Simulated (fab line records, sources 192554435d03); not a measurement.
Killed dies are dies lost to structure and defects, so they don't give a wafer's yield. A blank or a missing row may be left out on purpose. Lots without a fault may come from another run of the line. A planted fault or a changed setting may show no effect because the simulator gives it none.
Problem report in the 8D (eight disciplines) form, filled by code | flow n5_finfet | the parts of the form that need people (team, actions taken, sign-off) are left out

1. THE PROBLEM
VT_N_LONG at N5_BEOL_M4_RC_MEAS_101 reads a mean of 286.0 mV on 3 wafers of 3 lots; wafers without a fault read 275.1 mV with a standard deviation of 1.7. That is +6.4 standard deviations from the usual mean.
First seen on wafer L702.6, day 11 04:58, on prober-01. The record holds 13 wafers of 5 lots with a number at this step. Rule for "out", or "out of limits": more than 4 standard deviations from the usual mean. The other wafers with a number count as sound.

2. WHAT IT IS AND WHAT IT IS NOT
question                    | is                               | is not
which readings at this step | VT_N_LONG, IOFF_N_LONG, VT_N_LVT | DIBL_N, DIBL_P, IOFF_P, ION_P, SS_N, SS_P, VT_P
which lots                  | L702, L706, L707                 | L690, L711
which wafers of those lots  | L702.6, L706.3, L707.3           | L702.1, L702.4, L706.5, L707.1
read on which gauges        | prober-01, prober-02             | -
when                        | from day 11 04:58                | up to then (5 sound wafers); but 5 sound wafers of L706, L707, L711 came after

3. SUSPECTS, AND WHAT RULES EACH OUT
Counting: a tool at a process step up to the reading stays a suspect if it ran every lot that is out. Sound lots after the first of them don't rule it out here, since some wafers of a struck lot are sound.
- the gauge at N5_BEOL_M4_RC_MEAS_101: ruled out. The wafers that are out were read on 2 gauges (prober-01, prober-02).
- ald_metal-02 at N5_HKMG_FIN_ALD_91 (deposits TiN, target thk 1 nm, pulse time 1 s, purge time 3 s): kept. It ran every lot that is out, first L702 (day 7 18:32); its last sound lot up to then is L690 (day 4 18:29).
Left after counting: ald_metal-02 at N5_HKMG_FIN_ALD_91.

4. THE CAUSE (what the simulator had put in)
Process parameter drift: ald_metal-02, from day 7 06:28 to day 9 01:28, at N5_HKMG_FIN_ALD_91. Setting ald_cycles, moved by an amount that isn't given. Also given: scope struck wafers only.
Counting left only this tool.

5. THE CHAIN OF EFFECTS, in route order
Each row: a reading whose mean over the struck wafers that have a number lies more than 3 standard deviations from the usual. Only readings for which the record gives a usual standard deviation are gone through. hours: the time from each lot's start at the first step in this table that gives one to its start at this step, as a median over the lots. sigmas: the change in usual standard deviations.
hours | step                    | reading          | usual          | on struck wafers | change    | sigmas
0     | N5_BEOL_M4_RC_MEAS_101  | IOFF_N_LONG      | 5.54e-05 nA/um | 4.05e-05         | -1.49e-05 | -6.5
0     | N5_BEOL_M4_RC_MEAS_101  | VT_N             | 250 mV         | 263              | +13       | +4.4
0     | N5_BEOL_M4_RC_MEAS_101  | VT_N_LONG        | 275.1 mV       | 286.0            | +10.9     | +6.4
0     | N5_BEOL_M4_RC_MEAS_101  | VT_N_LVT         | 98.9 mV        | 112.1            | +13.2     | +4.5
104   | N5_PASSIVATION_PROBE_49 | sort_bin_8_speed | 0.01 %         | 2.52             | +2.51     | +33
The process steps in it:
- N5_PASSIVATION_PROBE_49

6. WHAT WOULD HAVE CAUGHT IT SOONER
In this record the first reading out of limits at a measuring or inspecting step was taken at day 11 04:58, 94 hours after the fault began at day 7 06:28.
Of the tool readings at N5_HKMG_FIN_ALD_91 for which the record gives a usual standard deviation, none was out on any struck wafer, so an alarm limit of 4 standard deviations on them would not have fired.
All the lots that are out (3) had begun N5_HKMG_FIN_ALD_91 on ald_metal-02 by day 11 04:58. A hold on the tool at that time would have spared none of them.
